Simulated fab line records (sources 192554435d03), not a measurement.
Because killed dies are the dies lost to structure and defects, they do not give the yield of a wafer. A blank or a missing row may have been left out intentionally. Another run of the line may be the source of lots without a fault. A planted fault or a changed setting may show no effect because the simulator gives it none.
fab line records | flow n5-finfet
record lots=9 wafers=27 last-day=19
route steps=1938 shown BEOL_M4@1111 BEOL_M15@1811 PASSIVATION@1936
lots untouched by any fault: they come from a run of this same line in which no faults occurred
start-h: hours from the record's opening day to when the first of the lot's shown wafers began | wait-h: hours from the lot's prior step to this one | " as in the row above | L1.1+2: several wafers, shown together as one row | - no value present, or no start provided | * or withheld: withheld | < > ~ a bound
route shown NAME@n: names a module that has steps shown in the file, with the first one's number in the route | usual: mean/standard deviation of fault-free wafers | same: alike in all rows | chamber/n: place in a boat | sites: each site's reading | _std_site: the standard deviation of these | _edge_site: the outer-site mean with the inner-site mean subtracted | radius-mm: for every site, how far away it sits from the centre of the wafer | mask NAME#n: copy n | behind: the last tool/chamber to shape the wafer | hold: the reason the lot was held/the length of the hold in hours/how it ended | device: transistor that didn't switch, given as n, p or np | end of line: the route-end tests of the same wafers | a step with no rows: only its recipe | killed: count of dies lost to structure and defects at first sort (not the wafer's yield) | map: a wafer's dies, marking killed ones x, the rest . and places with no die _
set.NAME: the setting as run; set.NAME@STEP: as run at that earlier step | model.NAME: the simulator's own value behind a step, which no gauge read
the route's steps for a sample of lots (tables are steps, rows are wafers)
services: the hour from which a tool's chamber was out of use, counted from the record's first day as start-h (under 0 if before that day), plus the number of hours and why
## steps
# step N5_BEOL_M4_RC_MEAS_101
# usual DIBL_N=35.8/1.7 DIBL_P=35.3/2 IOFF_N=0.150/0.026 IOFF_P=0.194/0.029 ION_N=667/11 ION_P=456/7.1 SS_N=71.4/0.65 SS_P=73.1/0.64 VT_N=251/3 VT_P=-252/3.2
# columns lot.wafer tool chamber start-h wait-h DIBL_N[mV/V] DIBL_P[mV/V] IOFF_N[nA/um] IOFF_P[nA/um] ION_N[uA/um] ION_P[uA/um] SS_N[mV/dec] SS_P[mV/dec] VT_N[mV] VT_P[mV]
L477.1 prober-02 0 223.98 0.0 36.1 36.4 0.148 0.197 663 452 71.0 73.3 252 -252
L477.4 " 0 " " 36.0 36.0 0.150 0.196 671 462 71.1 73.4 253 -255
L477.5 " 0 " " 37.7 37.8 0.173 0.228 666 457 72.4 74.0 247 -250
L478.1 prober-02 0 239.13 0.0 36.3 39.2 0.181 0.208 679 459 71.7 73.6 248 -252
L478.4 " 0 " " 35.5 38.0 0.148 0.189 659 453 72.0 73.9 249 -253
L478.5 " 0 " " 35.1 37.0 0.158 0.186 675 458 71.8 72.7 252 -253
L490.2 prober-02 0 313.86 0.2 36.2 37.5 0.165 0.234 667 458 71.4 74.2 244 -247
L490.3 " 0 " " 37.0 36.5 0.162 0.206 678 464 71.6 73.9 249 -249
L490.6 " 0 " " 35.2 35.8 0.137 0.201 659 459 71.2 73.3 250 -250
L489.1 prober-01 0 317.67 0.0 38.3 35.3 0.186 0.213 669 456 72.2 73.8 247 -252
L489.3 " 0 " " 36.9 34.6 0.161 0.204 677 466 71.9 73.9 249 -251
L489.6 " 0 " " 37.8 34.8 0.171 0.199 688 464 72.1 73.1 248 -250
L493.1 prober-02 0 327.20 0.0 36.4 34.8 0.156 0.168 648 436 72.4 73.4 254 -253
L493.2 " 0 " " 35.6 34.5 0.137 0.160 665 450 71.5 73.4 251 -254
L493.6 " 0 " " 38.0 37.2 0.190 0.194 679 455 72.3 74.3 248 -253
L495.1 prober-01 0 338.72 0.0 33.6 33.6 0.139 0.173 664 454 70.7 72.6 250 -253
L495.2 " 0 " " 33.7 32.3 0.123 0.147 652 452 70.9 71.9 254 -257
L495.5 " 0 " " 33.3 32.0 0.122 0.149 652 445 70.9 72.5 251 -256
L496.2 prober-01 0 344.32 0.2 34.3 34.8 0.117 0.170 668 463 70.9 73.4 255 -253
L496.5 " 0 " " 36.6 37.6 0.153 0.217 666 458 71.9 73.2 253 -251
L496.6 " 0 " " 34.5 35.9 0.129 0.184 674 463 71.3 73.1 252 -253
L497.2 prober-02 0 347.74 0.2 37.6 35.2 0.177 0.217 680 463 71.3 73.9 248 -248
L497.4 " 0 " " 36.5 35.3 0.159 0.212 669 461 70.4 72.7 250 -250
L497.5 " 0 " " 36.8 36.0 0.167 0.225 679 464 71.2 73.7 250 -252
L498.2 prober-02 0 349.58 0.2 36.4 37.8 0.167 0.192 676 457 71.4 73.8 247 -252
L498.3 " 0 " " 32.1 30.6 0.103 0.114 649 443 70.6 71.6 255 -260
L498.6 " 0 " " 38.1 38.0 0.195 0.186 674 452 72.7 73.5 247 -255
# step N5_BEOL_M15_STRIP_36
# recipe chemistry=O2 power-w=600 temp-c=60 pressure-mtorr=30 rf-frequency-hz=6e+07 bias-power-w=0 overash-fraction=0.3 o2-flow-sccm=225
# usual drypump-motor-current-A=5.7/0.49 oes-product-au=0.81/0.078 rf-vpp-V=3.6/0.99 showerhead-plenum-p-Torr=2.09/0.082 throttle-valve-pct=16.7/0.34
# columns lot.wafer tool chamber start-h wait-h drypump-motor-current-A oes-product-au rf-hours-counter-h rf-vpp-V showerhead-plenum-p-Torr throttle-valve-pct
L477.1 rie-diel-02 3 307.51 2.8 5.2 0.84 79 4.5 2.11 16.8
L477.4 " 0 " " 6.1 0.88 24 4.6 2.12 15.9
L477.5 " 3 " " 5.2 0.85 - 3.9 2.10 16.8
L478.1 rie-diel-05 2 323.34 0.7 6.0 0.72 185 4.4 2.16 17.1
L478.4 " 3 " " 5.1 0.68 249 2.9 2.08 16.6
L478.5 " 1 " " 5.6 0.94 - 3.1 2.15 16.4
L490.2 rie-diel-02 0 408.10 0.8 6.2 0.86 52 2.1 2.12 16.0
L490.3 " 1 " " 6.5 0.81 94 2.1 2.21 16.7
L490.6 " 3 " " 5.3 0.81 - 1.9 2.09 16.9
L489.1 rie-diel-02 0 411.57 1.9 6.1 0.86 53 5.1 2.11 16.0
L489.3 " 3 " " 5.2 0.80 109 2.6 2.09 16.9
L489.6 " 3 " " 5.2 0.81 - 5.0 2.09 16.9
L493.1 rie-diel-02 0 421.92 4.2 6.1 0.84 57 5.9 2.11 16.0
L493.2 " 3 " " 5.3 0.82 113 2.3 2.09 16.9
L493.6 " 2 " " 5.3 0.74 - 3.6 2.00 16.8
L496.2 rie-diel-06 3 435.48 0.3 6.0 0.92 19 2.6 2.22 16.7
L496.5 " 3 " " 6.0 0.92 - 2.2 2.23 16.6
L496.6 " 0 " " 5.3 0.69 - 3.3 1.90 17.0
L495.1 rie-diel-02 3 439.02 0.1 5.3 0.81 118 2.1 2.09 16.9
L495.2 " 0 " " 6.2 0.85 63 4.2 2.11 16.0
L495.5 " 3 " " 5.3 0.80 - 1.5 2.09 16.9
L497.2 rie-diel-02 0 442.70 0.2 6.1 0.83 65 4.9 2.11 16.1
L497.4 " 3 " " 5.2 0.81 120 3.6 2.09 16.9
L497.5 " 3 " " 5.2 0.79 - 3.3 2.09 17.0
L498.2 rie-diel-06 2 444.77 0.4 6.1 0.81 98 4.5 2.11 16.9
L498.3 " 3 " " 6.0 0.91 24 4.8 2.22 16.6
L498.6 " 0 " " 5.2 0.69 - 2.5 1.90 17.1
# step N5_BEOL_M15_STRIP_37
# recipe chemistry=O2 power-w=600 temp-c=60 pressure-mtorr=30 rf-frequency-hz=6e+07 bias-power-w=0 overash-fraction=0.3 o2-flow-sccm=225
# usual drypump-motor-current-A=5.7/0.49 oes-product-au=0.81/0.078 rf-vpp-V=3.7/0.58 showerhead-plenum-p-Torr=2.09/0.084 throttle-valve-pct=16.7/0.34
# columns lot.wafer tool chamber start-h wait-h drypump-motor-current-A oes-product-au rf-hours-counter-h rf-vpp-V showerhead-plenum-p-Torr throttle-valve-pct
L477.1 rie-diel-02 3 - - 5.2 0.85 79 3.4 2.10 16.9
L477.4 " 0 " " 6.2 0.90 25 4.1 2.12 16.0
L477.5 " 3 " " 5.2 0.85 - 3.2 2.10 16.9
L478.1 rie-diel-05 2 - - 6.0 0.73 185 3.4 2.16 17.1
L478.4 " 3 " " 5.2 0.68 249 3.4 2.08 16.6
L478.5 " 1 " " 5.6 0.97 - 3.8 2.15 16.4
L490.2 rie-diel-02 0 - - 6.1 0.85 52 4.4 2.12 16.0
L490.3 " 1 " " 6.5 0.79 94 4.6 2.21 16.6
L490.6 " 3 " " 5.2 0.81 - 3.1 2.09 16.9
L489.1 rie-diel-02 0 - - 6.1 0.84 53 3.4 2.12 16.0
L489.3 " 3 " " 5.3 0.81 109 3.4 2.09 16.9
L489.6 " 3 " " 5.2 0.81 - 3.6 2.09 16.9
L493.1 rie-diel-02 0 - - 6.2 0.84 57 4.2 2.11 16.0
L493.2 " 3 " " 5.3 0.80 113 4.5 2.09 16.9
L493.6 " 2 " " 5.3 0.74 - 5.4 2.00 16.8
L496.2 rie-diel-06 3 - - 6.0 0.92 19 3.6 2.22 16.6
L496.5 " 3 " " 6.0 0.91 - 3.5 2.23 16.6
L496.6 " 0 " " 5.3 0.69 - 2.6 1.90 17.1
L495.1 rie-diel-02 3 - - 5.2 0.80 119 4.0 2.09 16.9
L495.2 " 0 " " 6.2 0.83 63 3.1 2.11 16.1
L495.5 " 3 " " 5.2 0.80 - 3.8 2.09 16.9
L497.2 rie-diel-02 0 - - 6.2 0.84 65 2.6 2.11 16.1
L497.4 " 3 " " 5.2 0.81 120 4.6 2.09 16.9
L497.5 " 3 " " 5.2 0.81 - 3.2 2.09 16.9
L498.2 rie-diel-06 2 - - 6.1 0.83 98 4.9 2.11 16.9
L498.3 " 3 " " 6.0 0.91 24 4.0 2.22 16.6
L498.6 " 0 " " 5.3 0.69 - 3.5 1.90 17.1
# step N5_BEOL_M15_SPUTTER_44
# recipe material=Ta target-thk-a=150 temp-c=50 bias-v=80 power-w=15000 chamber-pressure-pa=0.07 time-s=24.19
# usual bias-v=79.9/0.83 cathode-dc-power-W=15000/2.8 throttle-valve-pct=29.9/1.1
# columns lot.wafer tool chamber start-h wait-h bias-v cathode-dc-power-W throttle-valve-pct
L477.1 pvd-sputter-02 - 308.42 0.0 80.1 14994 29.5
L477.4 " - " " 80.2 14998 29.9
L477.5 " - " " 78.7 15000 31.9
L478.1 pvd-sputter-01 - 324.01 0.0 79.7 15002 29.7
L478.4 " - " " 80.4 14998 31.0
L478.5 " - " " 80.8 14994 31.1
L490.2 pvd-sputter-02 - 408.80 0.0 - - -
L490.3 " - " " - - -
L490.6 " - " " - - -
L489.1 pvd-sputter-01 - 412.35 0.0 - - -
L489.3 " - " " - - -
L489.6 " - " " - - -
L493.1 pvd-sputter-02 - 422.74 0.0 - - -
L493.2 " - " " - - -
L493.6 " - " " - - -
L496.2 pvd-sputter-03 - 436.31 0.0 80.1 15000 29.0
L496.5 " - " " 79.5 14997 28.4
L496.6 " - " " 81.2 15001 29.0
L495.1 pvd-sputter-02 - 439.63 0.0 79.5 15003 29.8
L495.2 " - " " 79.4 14998 30.6
L495.5 " - " " 81.4 15003 29.9
L497.2 pvd-sputter-02 - 443.43 0.0 81.2 15002 29.8
L497.4 " - " " 79.7 15003 30.1
L497.5 " - " " 80.2 14997 31.7
L498.2 pvd-sputter-01 - 445.56 0.0 79.7 15000 30.1
L498.3 " - " " 79.2 15000 27.9
L498.6 " - " " 80.4 14999 30.6
# step N5_BEOL_M15_CMP_49
# recipe stop-on=SiO2 t-overpolish-s=4.9 down-force-psi=2 platen-rpm=80 clearing-platen-down-force-psi=2 clearing-platen-rpm=80 post-cmp-clean=cu-alkaline target-thk-nm=850 clearing-platen-pad-velocity-m-s=1.5917 pad-velocity-m-s=1.5917
# usual barrier-field-endpoint-s=11.32/0.3 motor-current-A=8.0/0.6
# columns lot.wafer tool chamber start-h wait-h barrier-field-endpoint-s motor-current-A
L477.4 cmp-01 0 309.19 0.2 11.70 7.8
L477.1 " 2 " " 11.75 8.8
L477.5 " 0 " " 11.68 7.5
L478.4 cmp-04 1 324.75 0.1 10.79 8.0
L478.1 " 3 " " 10.96 8.6
L478.5 " 1 " " 10.88 8.7
L490.2 cmp-04 2 409.60 0.2 5.51 8.7
L490.3 " 3 " " 5.72 8.5
L490.6 " 3 " " 5.80 8.5
L489.3 cmp-04 0 413.08 0.2 5.77 7.3
L489.1 " 3 " " 5.59 7.8
L489.6 " 0 " " 5.58 7.3
L493.1 cmp-04 1 423.52 0.3 5.60 8.3
L493.2 " 0 " " 5.67 7.7
L493.6 " 1 " " 5.67 8.6
L496.2 cmp-04 1 437.33 0.2 10.99 8.2
L496.6 " 1 " " 11.18 8.2
L496.5 " 2 " " 11.18 8.8
L495.1 cmp-03 3 440.46 0.3 11.25 7.3
L495.2 " 0 " " 11.49 7.9
L495.5 " 2 " " 11.60 7.5
L497.2 cmp-03 2 444.27 0.3 11.49 7.2
L497.4 " 3 " " 11.52 7.2
L497.5 " 1 " " 11.52 7.8
L498.3 cmp-03 2 446.34 0.2 11.54 7.3
L498.2 " 3 " " 11.52 7.5
L498.6 " 1 " " 11.62 7.8
# step N5_BEOL_M15_THK_MEAS_50
# recipe thk-meas-gauge=xrf reads=Cu_of_BEOL_M15_ECD_47
# usual M15_THK=858/14
# columns lot.wafer tool chamber start-h wait-h M15_THK[nm]
L477.1 film-metro-01 - 309.45 - 848
L477.4 " - " " 851
L477.5 " - " " 844
L478.1 film-metro-02 - 325.04 - 838
L478.4 " - " " 852
L478.5 " - " " 836
L490.2 film-metro-02 - 409.89 - 895
L490.3 " - " " 889
L490.6 " - " " 886
L489.1 film-metro-02 - 413.38 - 895
L489.3 " - " " 869
L489.6 " - " " 873
L493.1 film-metro-02 - 423.82 - 902
L493.2 " - " " 867
L493.6 " - " " 874
L496.2 film-metro-02 - 437.62 - 878
L496.5 " - " " 853
L496.6 " - " " 885
L495.1 film-metro-02 - 440.68 - 868
L495.2 " - " " 866
L495.5 " - " " 864
L497.2 film-metro-01 - 444.49 - 886
L497.4 " - " " 875
L497.5 " - " " 885
L498.2 film-metro-01 - 446.60 - 838
L498.3 " - " " 856
L498.6 " - " " 849
# step N5_PASSIVATION_PROBE_49
# usual defect-limited-yield=91.5/1.4 killed_at_M0_to_M3=34/11 killed_at_M4_up=15/6 killed-at-contacts=11/5.9 killed-at-front-end=37/11 killed-at-other=3.6/2.9 killed-dies=101/17 killed-on-rim=13/4 killed-open=66/12 killed-short=33/7.8 sort_bin_5_function=5.0/0.97 sort_bin_6_memory=3.2/0.65 sort_bin_8_speed=0.02/0.2 sort-n-pass=1079/17 sort-yield-pct=91.4/1.4
# same gross-dies=1180 killed-at-back-side=0 sort_bin_4_leakage[%]=0
# columns lot.wafer tool chamber start-h wait-h defect-limited-yield[%] killed_at_M0_to_M3 killed_at_M4_up killed-at-contacts killed-at-front-end killed-at-other killed-dies killed-on-rim killed-open killed-short sort_bin_5_function[%] sort_bin_6_memory[%] sort_bin_8_speed[%] sort-n-pass sort-yield-pct[%]
L490.2 prober-01 - 423.70 0.1 83.3 19 117 18 38 5 197 14 49 32 12.7 3.6 0 983 83.3
L490.3 prober-01 - 423.75 0.1 82.5 29 122 12 39 5 207 65 60 39 14.4 3.0 0 973 82.5
L490.6 prober-01 - 423.90 0.3 84.0 19 126 6 36 2 189 65 46 25 13.1 2.5 0 991 84.0
L489.1 prober-02 - 427.53 0.0 82.2 25 113 13 47 12 210 26 67 40 13.7 3.7 0 970 82.2
L489.3 prober-02 - 427.63 0.1 82.2 32 121 5 42 10 210 21 66 31 13.9 3.6 0 970 82.2
L489.6 prober-02 - 427.78 0.3 84.7 12 103 16 43 6 180 54 60 24 11.9 3.1 0 1000 84.7
L493.1 prober-01 - 440.92 0.0 83.4 28 130 9 26 3 196 66 52 34 13.7 2.5 0.34 980 83.1
L493.2 prober-01 - 440.97 0.1 80.8 53 120 8 44 2 227 56 79 48 14.8 4.0 0 953 80.8
L493.6 prober-01 - 441.17 0.3 82.1 21 137 23 28 2 211 67 61 33 14.7 3.1 0 969 82.1
L496.2 prober-01 - 451.53 0.1 89.4 38 22 11 50 4 125 12 80 45 5.9 3.9 0 1055 89.4
L496.5 prober-01 - 451.68 0.2 91.3 41 6 21 30 5 103 14 73 29 6.2 2.5 0 1077 91.3
L496.6 prober-01 - 451.73 0.3 92.6 27 17 3 36 4 87 12 50 37 4.7 2.5 0 1093 92.6
# killed by level:class
L490.2 BEOL_M15:area-sputter=112 MOL_CONTACT_COAG:geometric-particle:open=13 FIN_SAQP:geometric-particle:short=12 STI_FIN_REVEAL:geometric-particle:open=8 BEOL_M0_SAQP:geometric-particle:open=8 MOL_CONTACT_COAG:geometric-particle:short=5 BEOL_M0_SAQP:geometric-particle:short=4 STARTING-WAFER:geometric-particle:open=4
L490.3 BEOL_M15:area-sputter=104 BEOL_M2:geometric-particle:open=10 STI_FIN_REVEAL:geometric-particle:open=8 MOL_CONTACT_COAG:geometric-particle:open=8 BEOL_M4:geometric-particle:open=8 FIN_SAQP:geometric-particle:short=6 STI_FIN_REVEAL:geometric-particle:short=4 BEOL_M0_SAQP:geometric-particle:short=4
L490.6 BEOL_M15:area-sputter=115 FIN_SAQP:geometric-particle:short=7 FIN_SAQP:geometric-particle:open=7 MOL_CONTACT_COAG:geometric-particle:open=6 BEOL_M0_SAQP:geometric-particle:open=5 BEOL_M4:geometric-particle:open=5 BEOL_M2:geometric-particle:open=4 STI_FIN_REVEAL:geometric-particle:open=3
L489.1 BEOL_M15:area-sputter=100 FIN_SAQP:geometric-particle:short=15 STI_FIN_REVEAL:geometric-particle:open=11 MOL_CONTACT_COAG:geometric-particle:open=11 BEOL_M1:geometric-particle:open=8 BEOL_M2:geometric-particle:open=8 FIN_SAQP:geometric-particle:open=7 MIM_TOP_ETCH:geometric-particle:short=6
L489.3 BEOL_M15:area-sputter=111 FIN_SAQP:geometric-particle:open=13 BEOL_M1:geometric-particle:open=10 BEOL_M2:geometric-particle:open=7 FIN_SAQP:geometric-particle:short=6 BEOL_M0_SAQP:geometric-particle:short=6 STI_FIN_REVEAL:geometric-particle:open=5 MIM_TOP_ETCH:geometric-particle:short=5
L489.6 BEOL_M15:area-sputter=96 FIN_SAQP:geometric-particle:open=13 MOL_CONTACT_COAG:geometric-particle:open=12 STI_FIN_REVEAL:geometric-particle:open=7 STARTING-WAFER:geometric-particle:short=5 STI_FIN_REVEAL:geometric-particle:short=4 MOL_CONTACT_COAG:geometric-particle:short=4 BEOL_M0_SAQP:geometric-particle:open=4
L493.1 BEOL_M15:area-sputter=107 FIN_SAQP:geometric-particle:short=9 BEOL_M4:geometric-particle:open=9 MOL_CONTACT_COAG:geometric-particle:open=8 BEOL_M2:geometric-particle:open=6 BEOL_M5:geometric-particle:open=5 BEOL_M0_SAQP:geometric-particle:short=5 BEOL_M2:geometric-particle:short=5
L493.2 BEOL_M15:area-sputter=98 BEOL_M0_SAQP:geometric-particle:open=17 BEOL_M0_SAQP:geometric-particle:short=16 STI_FIN_REVEAL:geometric-particle:open=15 FIN_SAQP:geometric-particle:short=9 BEOL_M4:geometric-particle:open=9 BEOL_M1:geometric-particle:open=7 BEOL_M2:geometric-particle:open=7
L493.6 BEOL_M15:area-sputter=116 MOL_CONTACT_COAG:geometric-particle:open=17 BEOL_M4:geometric-particle:open=13 FIN_SAQP:geometric-particle:short=8 STI_FIN_REVEAL:geometric-particle:open=6 MOL_CONTACT_COAG:geometric-particle:short=6 BEOL_M0_SAQP:geometric-particle:short=5 BEOL_M3:geometric-particle:open=4
L496.2 BEOL_M4:geometric-particle:open=16 BEOL_M0_SAQP:geometric-particle:short=11 GATE_CUT:geometric-particle:short=9 MOL_CONTACT_COAG:geometric-particle:open=9 FIN_SAQP:geometric-particle:short=7 BEOL_M0_SAQP:geometric-particle:open=7 BEOL_M2:geometric-particle:open=7 FIN_SAQP:geometric-particle:open=6
L496.5 MOL_CONTACT_COAG:geometric-particle:open=18 BEOL_M2:geometric-particle:open=10 DUMMY_GATE:geometric-particle:open=9 BEOL_M0_SAQP:geometric-particle:short=7 BEOL_M1:geometric-particle:open=6 BEOL_M4:geometric-particle:open=6 GATE_CUT:geometric-particle:short=5 BEOL_M3:geometric-particle:open=5
L496.6 BEOL_M4:geometric-particle:open=9 BEOL_M2:geometric-particle:open=8 GATE_CUT:geometric-particle:open=7 GATE_CUT:geometric-particle:short=6 FIN_SAQP:geometric-particle:open=5 FIN_SAQP:geometric-particle:short=5 STARTING-WAFER:geometric-particle:short=5 BEOL_M4:geometric-particle:short=5
## services
# columns tool chamber start-h hours kind
rie-diel-06 - 299.45 1.1 repair
rie-diel-05 2 308.01 10.4 repair
cmp-03 - 331.94 1.0 repair
cmp-03 - 334.66 2.1 repair
cmp-03 - 337.78 1.4 repair
cmp-04 - 340.38 1.5 repair
cmp-03 - 342.91 4.0 pm
rie-diel-02 0 347.03 9.0 repair
cmp-01 - 351.41 0.6 repair
rie-diel-06 3 352.48 - clean
rie-diel-06 3 352.48 - consumable-replace:focus-ring
rie-diel-06 3 352.48 - consumable-replace:showerhead
rie-diel-06 1 354.73 9.2 repair
cmp-01 - 356.48 5.5 pm
cmp-03 - 356.83 1.2 repair
cmp-03 - 366.82 1.3 repair
cmp-04 - 371.44 7.4 repair
pvd-sputter-02 - 382.94 2.5 repair
cmp-04 - 390.71 4.0 pm
cmp-01 - 393.76 4.0 repair
cmp-04 - 394.71 - consumable-replace:conditioner
cmp-04 - 394.71 - consumable-replace:pad
cmp-01 - 405.18 0.3 repair
cmp-01 - 445.28 1.7 repair
## key
first-sign step=N5_BEOL_M15_SPUTTER_44 reading=tool-record direction=missing
effect step=N5_BEOL_M15_CMP_49 reading=barrier-field-endpoint-s direction=down sigmas=19 usual=11.32 struck=5.66
effect step=N5_BEOL_M15_THK_MEAS_50 reading=M15_THK direction=up sigmas=1.8 usual=858 struck=883
effect step=N5_PASSIVATION_PROBE_49 reading=killed_at_M4_up direction=up sigmas=18 usual=15 struck=121
more-kills-born-at N5_BEOL_M15_SPUTTER_44@pvd-sputter-02=656 N5_BEOL_M15_SPUTTER_44@pvd-sputter-01=308
met-at N5_BEOL_M15_SPUTTER_44
struck-lots L489,L490,L493
not-acting-at N5_BEOL_M15_STRIP_36,N5_BEOL_M15_STRIP_37,N5_BEOL_M15_THK_MEAS_50
onset-between 324.01 408.80
fault kind=skipped-step-whole tool=pvd-sputter-01,pvd-sputter-02 chamber=- onset-h=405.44 steps=N5_BEOL_M15_SPUTTER_44 scope=struck-lots-only
